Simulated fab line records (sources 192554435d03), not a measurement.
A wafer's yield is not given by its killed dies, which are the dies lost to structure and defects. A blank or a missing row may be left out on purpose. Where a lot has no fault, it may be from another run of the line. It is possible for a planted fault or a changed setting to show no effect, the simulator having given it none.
Chamber matching / flow n5Finfet / aldSin-03 running N5_FIN_SAQP_SPACER1_ALD_24: 4 sister chambers
The step deposits SiO2, target thk 20.3 nm, pulse time 1 s, purge time 2 s. 4 wafers are shown with their chamber, then 10 later ones without.

## WAFERS, EACH WITH ITS CHAMBER
wafer=L083.2; chamber=1; heaterPowerW (W)=431
wafer=L083.5; chamber=2; heaterPowerW (W)=502
wafer=L085.1; chamber=0; heaterPowerW (W)=509
wafer=L085.4; chamber=3; heaterPowerW (W)=475

## WAFERS WITH NO CHAMBER GIVEN
wafer=L085.6; heaterPowerW (W)=428
wafer=L087.3; heaterPowerW (W)=508
wafer=L087.4; heaterPowerW (W)=425
wafer=L087.6; heaterPowerW (W)=493
wafer=L088.1; heaterPowerW (W)=497
wafer=L088.2; heaterPowerW (W)=471
wafer=L088.6; heaterPowerW (W)=432
wafer=L089.1; heaterPowerW (W)=431
wafer=L089.2; heaterPowerW (W)=502
wafer=L089.4; heaterPowerW (W)=493

## THE CHAMBER EACH PASSED THROUGH
wafer=L085.6; from the rows above=1; in truth=1
wafer=L087.3; from the rows above=can't be placed: 0 or 2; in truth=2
wafer=L087.4; from the rows above=1; in truth=1
wafer=L087.6; from the rows above=can't be placed: 2 or 0 or 3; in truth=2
wafer=L088.1; from the rows above=can't be placed: 2 or 0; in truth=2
wafer=L088.2; from the rows above=3; in truth=3
wafer=L088.6; from the rows above=1; in truth=1
wafer=L089.1; from the rows above=1; in truth=1
wafer=L089.2; from the rows above=can't be placed: 2 or 0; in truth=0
wafer=L089.4; from the rows above=can't be placed: 2 or 0 or 3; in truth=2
5 of 10 placed correctly. Unplaceable from these rows: 5, with the true chamber sitting among the candidates in 5. Placed wrongly: 0.
How it was worked out, from the rows above alone: a wafer's distance from a chamber is the root of the sum, over the readings, of the square of ((its reading less the chamber's mean) divided by the reading's scatter). If the next closest chamber is less than 2 further off than the closest, the wafer can't be placed; otherwise it belongs to the closest. For every chamber, the mean is computed from those of its wafers that are shown. The scatter: root of mean squared gap, hidden wafer to nearest shown wafer, with one shown wafer a chamber.
